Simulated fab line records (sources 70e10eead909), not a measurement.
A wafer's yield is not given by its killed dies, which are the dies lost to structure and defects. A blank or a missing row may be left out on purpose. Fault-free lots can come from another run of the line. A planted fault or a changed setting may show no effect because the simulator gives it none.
Chamber matching    flow nandHarc    rieSi-05 running NHARC_P_ZERO_WELL_ETCH_63: 4 sister chambers
The step etches the open film in HBr/Cl2, target depth 120 nm, time 40.1 s. 7 wafers are shown with their chamber, then 7 later ones without.

EACH WAFER AND ITS CHAMBER
wafer   chamber  throttleValvePct (%)  oesProductAu (a.u.)
L078.2  3        26.393                1.004
L078.5  0        26.394                0.985
L084.1  1        26.409                1.027
L084.3  3        26.404                1.021
L084.6  0        26.390                1.000
L086.1  2        26.391                1.002
L086.4  1        26.419                0.985

WAFERS MISSING THEIR CHAMBER
wafer   throttleValvePct (%)  oesProductAu (a.u.)
L086.5  26.400                0.981
L089.3  26.396                1.007
L089.5  26.411                0.999
L089.6  26.407                1.006
L090.1  26.390                0.995
L090.2  26.396                0.993
L090.3  26.395                0.995

WHICH CHAMBER EACH ONE RAN IN
wafer   from the rows above                in truth
L086.5  can't be placed: 0 or 3 or 2 or 1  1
L089.3  can't be placed: 3 or 2 or 0       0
L089.5  can't be placed: 1 or 3            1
L089.6  can't be placed: 1 or 3 or 0 or 2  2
L090.1  can't be placed: 0 or 2 or 3       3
L090.2  can't be placed: 0 or 2 or 3       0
L090.3  can't be placed: 0 or 2 or 3       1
0 of 7 placed correctly. From these rows, 7 cannot be placed; in 6 the true chamber is one of the candidates. Number placed wrongly: 0.
How it was worked out, from the rows above alone: a wafer's distance from a chamber is the root of the sum, over the readings, of the square of ((its reading less the chamber's mean) divided by the reading's scatter). If the next closest chamber is less than 2 further off than the closest, the wafer can't be placed; otherwise it belongs to the closest. Each chamber's mean is taken over the wafers shown for it. The scatter: take each reading less its chamber's mean, square it, sum over the shown wafers, divide by the number of wafers less the number of chambers, and take the root.
